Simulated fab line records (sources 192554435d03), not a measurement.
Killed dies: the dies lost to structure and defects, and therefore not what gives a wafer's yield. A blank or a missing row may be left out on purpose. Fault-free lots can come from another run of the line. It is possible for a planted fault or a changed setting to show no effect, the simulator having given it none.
Lot-split experiment | flow n5-finfet | on a route of 1938 steps: 7 lots, 21 wafers read

ON THE SPLIT
At N5_BEOL_M11_ETCH_41 (etches SiCN in CH3F/O2, target depth 42.6 nm, time 86 s), the setting time-s was moved away from the recipe's 86 s on 6 of the 21 wafers read, by -11.9% to +17.4%. This setting was run at the recipe's value on the other wafers.

The reading comes from the split's own step.

THE READING
etch.depth-nm (the simulator's own value, which no gauge read), in nm, at N5_BEOL_M11_ETCH_41 (etches SiCN in CH3F/O2, target depth 42.6 nm, time 86 s). There is no usual value for it anywhere in the file. The 15 wafers here that ran the recipe average 32.38 nm, standard deviation 0.44 nm.

wafer  | tool, chamber at the split | time-s as run, s | against the recipe | etch.depth-nm, nm | against lot-mates on the recipe
L076.1 | rie-diel-01, 2             | 86               | recipe             | 31.87             | -
L076.4 | rie-diel-01, 0             | 86               | recipe             | 32.63             | -
L076.6 | rie-diel-01, 3             | 86               | recipe             | 32.53             | -
L077.2 | rie-diel-05, 3             | 101              | +17.4%             | 37.8              | +6.03
L077.3 | rie-diel-05, 0             | 86               | recipe             | 31.72             | -
L077.6 | rie-diel-05, 0             | 86               | recipe             | 31.81             | -
L082.1 | rie-diel-05, 1             | 75.77            | -11.9%             | 28.75             | -3.51
L082.4 | rie-diel-05, 1             | 75.77            | -11.9%             | 28.61             | -3.65
L082.5 | rie-diel-05, 3             | 86               | recipe             | 32.26             | -
L086.2 | rie-diel-05, 1             | 86               | recipe             | 32.4              | -
L086.3 | rie-diel-05, 0             | 86               | recipe             | 32.08             | -
L086.6 | rie-diel-05, 0             | 86               | recipe             | 32.21             | -
L093.1 | rie-diel-04, 2             | 86               | recipe             | 32.95             | -
L093.2 | rie-diel-04, 1             | 86               | recipe             | 32.3              | -
L093.6 | rie-diel-04, 1             | 86               | recipe             | 32.22             | -
L094.1 | rie-diel-04, 2             | 98.24            | +14.2%             | 37.88             | +5.03
L094.3 | rie-diel-04, 0             | 98.24            | +14.2%             | 37.38             | +4.53
L094.6 | rie-diel-04, 0             | 86               | recipe             | 32.85             | -
L097.2 | rie-diel-01, 3             | 86               | recipe             | 33.39             | -
L097.3 | rie-diel-01, 0             | 86               | recipe             | 32.47             | -
L097.5 | rie-diel-01, 1             | 96.72            | +12.5%             | 35.73             | +2.80

THE FIT
A straight line over all 21 wafers: etch.depth-nm changes by +0.325 nm for each +1% of time-s; r = +0.98; the points scatter about the line by 0.48 nm.
The same after taking each lot's own level away (the mean of its wafers on the recipe; 21 wafers): +0.314 nm for each +1%; r = +0.99; scatter 0.4 nm.
Per that fit: largest time-s move, reading shift of 5.5 nm.
Across the lots, their own levels run from 31.765 to 32.930 nm, a range of 2.7 times the standard deviation given above.
Consequently the slope shifts little with the lot-to-lot level, the two slopes agreeing.
Check: with one of the wafers moved furthest among these (+17.4%) left out of the fit, the line predicts +5.3 nm for it against its lot-mates. It came out at +6.03 nm against them.

THESE WAFERS: OTHER SPLITS
Note: prior to the reading, these wafers also went through further splits. Each is held against what the fit with the lots' levels taken away leaves over:
other split on the same wafers | wafers away from the commonest value | r with etch.depth-nm (lot level and that fit taken away)
N5_BEOL_M10_COAT_22 spin-rpm   | 3                                    | -0.32
N5_BEOL_M11_ETCH_62 bias-w     | 9                                    | -0.21
N5_BEOL_M11_COAT_63 spin-rpm   | 9                                    | +0.12

THE FILE'S OWN FIT
etch.depth-nm changes by +0.312 nm for each +1% of time-s, r = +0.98.
